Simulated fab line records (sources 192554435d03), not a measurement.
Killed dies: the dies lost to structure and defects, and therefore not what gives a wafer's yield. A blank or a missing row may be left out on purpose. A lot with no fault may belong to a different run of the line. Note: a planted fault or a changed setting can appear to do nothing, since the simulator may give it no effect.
Chamber matching + flow n5Finfet + rieDiel-04 running N5_BEOL_M1_ETCH_77: 4 sister chambers
The step etches underlayer in N2/H2, target depth 6.5 nm, time 5.2 s. 16 wafers are shown with their chamber, then 8 later ones without.

== EACH WAFER AND ITS CHAMBER ==
| wafer  | chamber | drypumpMotorCurrentA (A) | showerheadPlenumPTorr (Torr) | throttleValvePct (%) |
|--------|---------|--------------------------|------------------------------|----------------------|
| L077.1 | 1       | 6.3                      | 2.64                         | 17.54                |
| L077.2 | 3       | 5.7                      | 2.63                         | 17.78                |
| L077.4 | 2       | 5.7                      | 2.64                         | 18.05                |
| L081.1 | 3       | 5.7                      | 2.63                         | 17.75                |
| L081.3 | 2       | 5.7                      | 2.63                         | 18.08                |
| L081.6 | 2       | 5.7                      | 2.63                         | 18.06                |
| L085.2 | 1       | 6.3                      | 2.64                         | 17.55                |
| L085.5 | 2       | 5.8                      | 2.63                         | 18.10                |
| L085.6 | 1       | 6.3                      | 2.64                         | 17.57                |
| L087.2 | 3       | 5.7                      | 2.62                         | 17.34                |
| L087.4 | 1       | 6.3                      | 2.64                         | 17.57                |
| L087.6 | 0       | 5.6                      | 2.50                         | 18.06                |
| L092.1 | 2       | 5.7                      | 2.62                         | 18.10                |
| L092.2 | 1       | 6.3                      | 2.63                         | 17.61                |
| L092.4 | 3       | 5.7                      | 2.62                         | 17.34                |
| L093.1 | 3       | 5.7                      | 2.62                         | 17.36                |

SIGNATURES (means of the wafers above)
| reading               | chamber 0 | chamber 1 | chamber 2 | chamber 3 | scatter within a chamber |
|-----------------------|-----------|-----------|-----------|-----------|--------------------------|
| drypumpMotorCurrentA  | 5.600     | 6.300     | 5.720     | 5.700     | 0.0258                   |
| showerheadPlenumPTorr | 2.5000    | 2.6380    | 2.6300    | 2.6240    | 0.00577                  |
| throttleValvePct      | 18.0600   | 17.5680   | 18.0780   | 17.5140   | 0.134                    |
Rule: for a wafer and a chamber, the distance is found by dividing, reading by reading, the gap between the wafer's reading and the chamber's mean by the reading's scatter, squaring, summing and taking the root. If the next closest chamber is less than 2 further off than the closest, the wafer can't be placed; otherwise it belongs to the closest. The scatter is the square root of a quotient: the sum, over the shown wafers, of each reading's squared deviation from its chamber's mean, divided by wafers minus chambers.

== WAFERS WHOSE CHAMBER IS MISSING ==
| wafer  | drypumpMotorCurrentA (A) | showerheadPlenumPTorr (Torr) | throttleValvePct (%) |
|--------|--------------------------|------------------------------|----------------------|
| L093.3 | 6.3                      | 2.63                         | 17.59                |
| L093.4 | 5.7                      | 2.62                         | 18.10                |
| L095.2 | 5.7                      | 2.62                         | 17.38                |
| L095.4 | 5.7                      | 2.62                         | 18.12                |
| L095.5 | 5.8                      | 2.62                         | 18.10                |
| L096.1 | 5.6                      | 2.50                         | 18.08                |
| L096.4 | 5.7                      | 2.62                         | 18.11                |
| L096.5 | 5.8                      | 2.62                         | 17.34                |

== CHAMBER TAKEN BY EACH ==
| wafer  | from the rows above | in truth |
|--------|---------------------|----------|
| L093.3 | 1                   | 1        |
| L093.4 | 2                   | 2        |
| L095.2 | 3                   | 3        |
| L095.4 | 2                   | 2        |
| L095.5 | 2                   | 2        |
| L096.1 | 0                   | 0        |
| L096.4 | 2                   | 2        |
| L096.5 | 3                   | 3        |
Correctly placed: 8 of 8. From these rows, 0 cannot be placed. 0 placed wrongly.
